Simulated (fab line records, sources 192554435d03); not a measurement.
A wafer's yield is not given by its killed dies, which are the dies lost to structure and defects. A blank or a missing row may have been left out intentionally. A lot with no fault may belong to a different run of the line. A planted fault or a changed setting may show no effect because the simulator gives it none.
3 desks, one fault / flow n5-finfet / each desk has only its own numbers; what lay behind them comes last

## THE DEFECT DESK
Inspection counts along the route, by lot: the mean over sampled wafers that carry a number. Any lot whose mean is over 4 standard deviations away from the usual mean is out of limits and marked OUT; that distance is given in the brackets.
Columns: A = raw-defect-count at N5_WELL_APT_INSPECT_27, usual 1.8
lot=L832; first seen here=day 1 15:02; A=2.7
lot=L835; first seen here=day 2 08:53; A=1.3
lot=L836; first seen here=day 2 14:56; A=2.0
lot=L839; first seen here=day 3 09:08; A=2.3
lot=L842; first seen here=day 4 03:14; A=2.0
lot=L844; first seen here=day 4 15:02; A=2.0
lot=L847; first seen here=day 5 08:53; A=1.0
lot=L851; first seen here=day 6 09:41; A=2.7
lot=L854; first seen here=day 7 03:17; A=0.7
Result from this desk: across the 9 lots, nothing is out of limits.

## FROM THE METROLOGY DESK
Means of the sampled wafers that have a number, per lot and without regard to the tool the lot ran on: this is what the gauges read. Any lot whose mean is over 4 standard deviations away from the usual mean is out of limits and marked OUT; that distance is given in the brackets. 7 of its 11 readings are shown: the first one out of limits and those lying furthest out on some lot.
Columns: A = DIBL_P at N5_BEOL_M4_RC_MEAS_101, usual 38 mV/V; B = IOFF_N at N5_BEOL_M4_RC_MEAS_101, usual 0.19 nA/um; C = IOFF_P at N5_BEOL_M4_RC_MEAS_101, usual 0.24 nA/um; D = ION_P at N5_BEOL_M4_RC_MEAS_101, usual 465 uA/um; E = RS_PWELL at N5_BEOL_M4_RC_MEAS_101, usual 3012 ohm/sq; F = SS_P at N5_BEOL_M4_RC_MEAS_101, usual 73.7 mV/dec; G = VT_P at N5_BEOL_M4_RC_MEAS_101, usual -249 mV
lot=L832; first seen here=day 7 19:21; A=38; B=0.18; C=0.23; D=461; E=3005; F=73.5; G=-248
lot=L835; first seen here=day 8 20:26; A=36; B=0.15; C=0.20; D=458; E=3000; F=72.7; G=-251
lot=L836; first seen here=day 8 20:35; A=40; B=0.23; C=0.29; D=471; E=3016; F=73.9; G=-246
lot=L839; first seen here=day 10 05:40; A=36; B=0.15; C=0.19; D=457; E=2999; F=73.3; G=-252
lot=L842; first seen here=day 11 11:34; A=38; B=0.21; C=0.28; D=477; E=3829 (+36) OUT; F=73.9; G=-245
lot=L844; first seen here=day 11 13:14; A=36; B=0.16; C=0.19; D=450; E=3843 (+36) OUT; F=73.2; G=-253
lot=L847; first seen here=day 11 18:13; A=43; B=0.26; C=0.32; D=469; E=2998; F=74.8; G=-245
lot=L851; first seen here=day 13 00:09; A=36; B=0.18; C=0.23; D=464; E=3027; F=73.7; G=-250
lot=L854; first seen here=day 14 00:07; A=38; B=0.17; C=0.22; D=463; E=2994; F=73.9; G=-251
This desk's finding: out of limits on L842, L844; first on L842, day 11 11:34 (RS_PWELL at N5_BEOL_M4_RC_MEAS_101). L832, L835, L836, L839, L847, L851, L854 stayed within limits.

## THE TOOL OWNER'S DESK: implanter-02
N5_WELL_APT_IMPLANT_31, tool's own readings: per-lot mean of the sampled wafers with a number, covering each lot this tool ran. Any lot whose mean is over 4 standard deviations away from the usual mean is out of limits and marked OUT; that distance is given in the brackets.
Columns: A = dose-ions-cm2 at N5_WELL_APT_IMPLANT_31, usual 1.4997e+13; B = faraday-current-uA at N5_WELL_APT_IMPLANT_31, usual 190
lot=L832; first seen here=day 1 15:22; A=1.4997e+13; B=188
lot=L835; first seen here=day 2 09:01; A=1.4994e+13; B=188
lot=L836; first seen here=day 2 15:07; A=1.5011e+13; B=194
lot=L839; first seen here=day 3 09:41; A=1.4987e+13; B=193
lot=L842; first seen here=day 4 03:23; A=1.0056e+13 (-99 or more) OUT; B=128 (-16) OUT
lot=L844; first seen here=day 4 15:16; A=1.0049e+13 (-99 or more) OUT; B=128 (-16) OUT
Finding of this desk: L842, L844 out of limits; the first was L842 at day 4 03:23, on dose-ions-cm2 at N5_WELL_APT_IMPLANT_31. L832, L835, L836, L839 stayed within limits.

## ALL TOGETHER
At day 4 03:23, on L842, L844, the tool owner's desk was in a position to raise an alarm.
An alarm was possible from the metrology desk at day 11 11:34, on L842, L844.
The defect desk saw nothing out of limits.
The defect desk has L842, L844 on record, within its limits.
N5_WELL_APT_IMPLANT_31 was run on implanter-02 by each of the lots named.

## WHAT THE SIMULATOR HAD PUT IN
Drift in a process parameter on implanter-02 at N5_WELL_APT_IMPLANT_31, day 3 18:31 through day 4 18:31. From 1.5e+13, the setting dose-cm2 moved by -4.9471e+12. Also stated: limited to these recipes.
Struck lots among those shown: L842, L844.
Delay (hours) between the fault's onset and each desk's first out-of-limits reading: 9 at the tool owner's desk, 185 at the metrology desk.
